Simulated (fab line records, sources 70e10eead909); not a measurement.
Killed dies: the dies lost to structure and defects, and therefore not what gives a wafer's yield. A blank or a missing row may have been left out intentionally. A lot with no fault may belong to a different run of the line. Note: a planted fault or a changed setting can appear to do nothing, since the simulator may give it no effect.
Matching of chambers | flow nand harc | NHARC_A_STAIRCASE_ETCH_444 on rie diel-10 has 4 sister chambers
The step etches the open film in C4F8/O2, target depth 20400 nm, time 6800 s. 4 wafers are shown with their chamber, then 10 later ones without.

== WAFERS, EACH WITH ITS CHAMBER ==
wafer  | chamber | rf vpp V (V)
L077.6 | 0       | 805
L085.1 | 2       | 807
L087.1 | 1       | 800
L087.4 | 3       | 814

== WAFERS WITH NO CHAMBER GIVEN ==
wafer  | rf vpp V (V)
L087.6 | 805
L088.2 | 803
L088.3 | 805
L088.5 | 799
L091.1 | 799
L091.5 | 803
L091.6 | 815
L095.3 | 806
L095.4 | 799
L095.6 | 803

== WHICH CHAMBER EACH WENT THROUGH ==
wafer  | from the rows above          | in truth
L087.6 | can't be placed: 0 or 2      | 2
L088.2 | can't be placed: 0 or 1 or 2 | 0
L088.3 | can't be placed: 0 or 2      | 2
L088.5 | 1                            | 1
L091.1 | 1                            | 1
L091.5 | can't be placed: 0 or 1 or 2 | 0
L091.6 | 3                            | 3
L095.3 | can't be placed: 0 or 2      | 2
L095.4 | 1                            | 1
L095.6 | can't be placed: 0 or 1 or 2 | 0
Placed correctly: 4 of 10. Unplaceable from these rows: 6, with the true chamber sitting among the candidates in 6. Number placed wrongly: 0.
How it was worked out, from the rows above alone: a wafer's distance from a chamber is the root of the sum, over the readings, of the square of ((its reading less the chamber's mean) divided by the reading's scatter). If the next closest chamber is less than 2 further off than the closest, the wafer can't be placed; otherwise it belongs to the closest. Each chamber's mean is taken over the wafers shown for it. The scatter: root of mean squared gap, hidden wafer to nearest shown wafer, with one shown wafer a chamber.
